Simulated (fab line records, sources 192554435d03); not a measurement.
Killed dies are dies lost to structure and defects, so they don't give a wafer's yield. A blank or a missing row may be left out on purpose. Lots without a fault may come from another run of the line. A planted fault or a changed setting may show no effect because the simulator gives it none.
Problem report in the 8D (eight disciplines) form, filled by code | flow n5_finfet | the parts of the form that need people (team, actions taken, sign-off) are left out

1. THE PROBLEM
run_length_s at N5_FIN_SAQP_PECVD_47 reads a mean of 84.2 s on 9 wafers of 3 lots; wafers without a fault read 72.9 s with a standard deviation of 0.52. That is +22 standard deviations from the usual mean.
The step: deposits a-Si from SiH4/He, target thk 45 nm, time 36.3 s.
First seen on wafer L336.2, day 3 21:58, on pecvd-01. The record holds 29 wafers of 10 lots with a number at this step. Rule for "out", or "out of limits": more than 4 standard deviations from the usual mean. The other wafers with a number count as sound.

2. WHAT IT IS AND WHAT IT IS NOT
question                    | is                     | is not
which readings at this step | run_length_s           | rf_fwd_power_W, showerhead_plenum_p_Torr, throttle_valve_pct
which lots                  | L336, L337, L338       | L329, L334, L340, L342, L347, L350, L351
which wafers of those lots  | all that have a number | -
read on which tools         | pecvd-01               | pecvd-03, pecvd-04
when                        | from day 3 21:58       | up to then (6 sound wafers); but 14 sound wafers of L340, L342, L347, L350, L351 came after

3. SUSPECTS, AND WHAT RULES EACH OUT
Counting: a tool at a process step up to the reading stays a suspect if it ran every lot that is out and no sound lot after the first of them.
- pecvd-01 at N5_FIN_SAQP_PECVD_47 (deposits a-Si from SiH4/He, target thk 45 nm, time 36.3 s): kept. It ran every lot that is out, first L336 (day 3 21:58), and no sound lot after that; its last sound lot up to then is L334 (day 3 08:44). Its own readings are out on those wafers: run_length_s.
Left after counting: pecvd-01 at N5_FIN_SAQP_PECVD_47.

4. THE CAUSE (what the simulator had put in)
Process parameter drift: pecvd-01, from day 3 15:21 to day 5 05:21, at N5_FIN_SAQP_PECVD_47. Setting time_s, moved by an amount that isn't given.
Counting left only this tool.

5. THE CHAIN OF EFFECTS, in route order
Each row: a reading whose mean over the struck wafers that have a number lies more than 3 standard deviations from the usual. Only readings for which the record gives a usual standard deviation are gone through. hours: the time from each lot's start at the first step in this table that gives one to its start at this step, as a median over the lots. sigmas: the change in usual standard deviations.
hours | step                        | reading        | usual      | on struck wafers | change | sigmas
0     | N5_FIN_SAQP_PECVD_47        | run_length_s   | 72.9 s     | 84.2             | +11.3  | +22
4     | N5_FIN_SAQP_MANDREL_ETCH_58 | oes_product_au | 0.702 a.u. | 0.824            | +0.122 | +10
The process steps in it:
- N5_FIN_SAQP_PECVD_47: deposits a-Si from SiH4/He, target thk 45 nm, time 36.3 s.
- N5_FIN_SAQP_MANDREL_ETCH_58: etches a-Si in HBr/Cl2, stops on SiNx, target depth 45 nm, bt time 10 s, time 27 s.
Later measuring or inspecting steps at which every struck wafer that the step has a row for has a number for every such reading, and none has moved that far: N5_FIN_SAQP_CD_MEAS_16.

6. WHAT WOULD HAVE CAUGHT IT SOONER
In this record the first reading out of limits was taken at day 3 21:58, 7 hours after the fault began at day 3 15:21.
